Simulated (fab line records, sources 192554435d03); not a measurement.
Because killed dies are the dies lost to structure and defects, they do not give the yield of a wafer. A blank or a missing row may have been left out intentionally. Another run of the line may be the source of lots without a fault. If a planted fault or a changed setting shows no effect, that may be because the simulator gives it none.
Split-lot trial	flow n5Finfet	route with 1938 steps; 7 lots, 21 wafers read

== THE SPLIT ==
At N5_PASSIVATION_ETCH_59 (etches TaN in Cl2/BCl3, target depth 65 nm, time 34.9 s), the setting timeS was moved away from the recipe's 34.9 s on 7 of the 21 wafers read, by -19.2% to +18.7%. This setting was run at the recipe's value on the other wafers.

The reading is taken at the split's own step.

== THE READING ==
etch.depthNm (the simulator's own value, which no gauge read), in nm, at N5_PASSIVATION_ETCH_59 (etches TaN in Cl2/BCl3, target depth 65 nm, time 34.9 s). No usual value for it is given in the file. Here, 14 wafers ran the recipe; their average is 64.42 nm with a standard deviation of 1.2 nm.

wafer	tool, chamber at the split	timeS as run, s	against the recipe	etch.depthNm, nm	against lot-mates on the recipe
L076.1	rieMetal-02, 1	34.9	recipe	62.81	-
L076.2	rieMetal-02, 0	32.18	-7.8%	60.62	-2.21
L076.4	rieMetal-02, 1	34.9	recipe	62.84	-
L078.2	rieMetal-01, 1	34.9	recipe	65	-
L078.3	rieMetal-01, 1	34.9	recipe	64.42	-
L078.5	rieMetal-01, 1	34.9	recipe	64.47	-
L086.1	rieMetal-02, 0	28.19	-19.2%	52.55	-10.00
L086.3	rieMetal-02, 1	34.9	recipe	62.55	-
L086.6	rieMetal-02, 0	28.19	-19.2%	52.96	-9.59
L085.4	rieMetal-01, 1	34.9	recipe	65.89	-
L085.5	rieMetal-01, 0	34.9	recipe	65.67	-
L085.6	rieMetal-01, 1	41.44	+18.7%	77.88	+12.10
L093.2	rieMetal-02, 1	38.65	+10.7%	69.52	+6.71
L093.4	rieMetal-02, 1	34.9	recipe	62.81	-
L093.6	rieMetal-02, 0	38.65	+10.7%	73.06	+10.25
L092.1	rieMetal-01, 1	34.9	recipe	65.13	-
L092.2	rieMetal-01, 1	34.9	recipe	64.97	-
L092.5	rieMetal-01, 1	34.9	recipe	65.14	-
L096.2	rieMetal-03, 0	31.72	-9.1%	58.28	-6.82
L096.3	rieMetal-03, 1	34.9	recipe	66.08	-
L096.4	rieMetal-03, 0	34.9	recipe	64.12	-

FIT RESULTS
A straight line over all 21 wafers: etch.depthNm changes by +0.639 nm for each +1% of timeS; r = +0.98; the points scatter about the line by 1.2 nm.
The same after taking each lot's own level away (the mean of its wafers on the recipe; 21 wafers): +0.595 nm for each +1%; r = +0.97; scatter 1.2 nm.
According to that fit, moving timeS by its largest amount changes the reading by 11 nm.
The span of the lots' own levels, 62.550 to 65.780 nm, comes to 2.7 times the standard deviation stated above.
So the lot-to-lot level changes the slope little: the two slopes agree.
Check: for one of the wafers moved furthest among these (-19.2%), held out of the fit, the line's prediction against its lot-mates is -11.4 nm. It came out at -10 nm against them.

== OTHER SPLITS ON THESE WAFERS ==
Other splits were also applied to these wafers ahead of the reading. Each is held against what the fit with the lots' levels taken away leaves over:
other split on the same wafers	wafers away from the commonest value	r with etch.depthNm (lot level and that fit taken away)
N5_BEOL_M13_COAT_58 spinRpm	7	+0.09
N5_BEOL_M15_COAT_04 spinRpm	4	+0.42
N5_BEOL_M15_TRENCH_ETCH_34 timeS	8	-0.02
N5_MIM_BOT_ETCH_ETCH_04 sourceW	10	+0.35
N5_PASSIVATION_EXPOSE_27 doseMj	4	+0.17

== THE FILE'S OWN FIT ==
etch.depthNm changes by +0.597 nm for each +1% of timeS, r = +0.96.
